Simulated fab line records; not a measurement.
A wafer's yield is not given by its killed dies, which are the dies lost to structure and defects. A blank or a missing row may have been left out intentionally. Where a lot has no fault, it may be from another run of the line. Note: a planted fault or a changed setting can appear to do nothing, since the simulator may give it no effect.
Matching of chambers    flow nand-harc    NHARC_A_CHANNEL_FILL_D1_ALD_14 on ald-hk-02 has 4 sister chambers
The step deposits SiO2, target thk 2.5 nm, pulse time 10 s, ald cycles 25. 8 wafers are shown with their chamber, then 9 later ones without.

EACH WAFER AND ITS CHAMBER
wafer   chamber  heater-power-w (W)  precursor-pulse-height-rel
L076.5  2        481                 1.021
L076.1  0        522                 0.989
L081.2  1        431                 1.005
L081.4  2        487                 1.035
L081.5  3        529                 1.031
L082.2  0        520                 1.005
L082.4  1        429                 0.989
L082.6  3        524                 0.994

WAFERS MISSING THEIR CHAMBER
wafer   heater-power-w (W)  precursor-pulse-height-rel
L092.1  450                 1.006
L092.3  499                 1.006
L092.5  505                 0.951
L094.1  442                 1.025
L094.4  501                 0.996
L094.5  490                 1.015
L097.1  496                 1.013
L097.3  449                 0.997
L097.4  531                 1.048

EACH ONE'S CHAMBER
wafer    from the rows above       in truth
L092.1   1                         1
L092.3   2                         2
L092.5   0                         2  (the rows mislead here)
L094.1   1                         1
L094.4   can't be placed: 2 or 0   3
L094.5   2                         2
L097.1   2                         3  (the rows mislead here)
L097.3   1                         1
L097.4   can't be placed: 3 or 0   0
Placed correctly: 5 of 9. Unplaceable from these rows: 2, with the true chamber sitting among the candidates in 1. 2 placed wrongly.
How it was worked out, from the rows above alone: a wafer's distance from a chamber is the root of the sum, over the readings, of the square of ((its reading less the chamber's mean) divided by the reading's scatter). The wafer belongs to the nearest chamber; if the next one is less than 2 further off, it can't be placed. A chamber's mean is the mean of its shown wafers. The scatter is the square root of a quotient: the sum, over the shown wafers, of each reading's squared deviation from its chamber's mean, divided by wafers minus chambers.
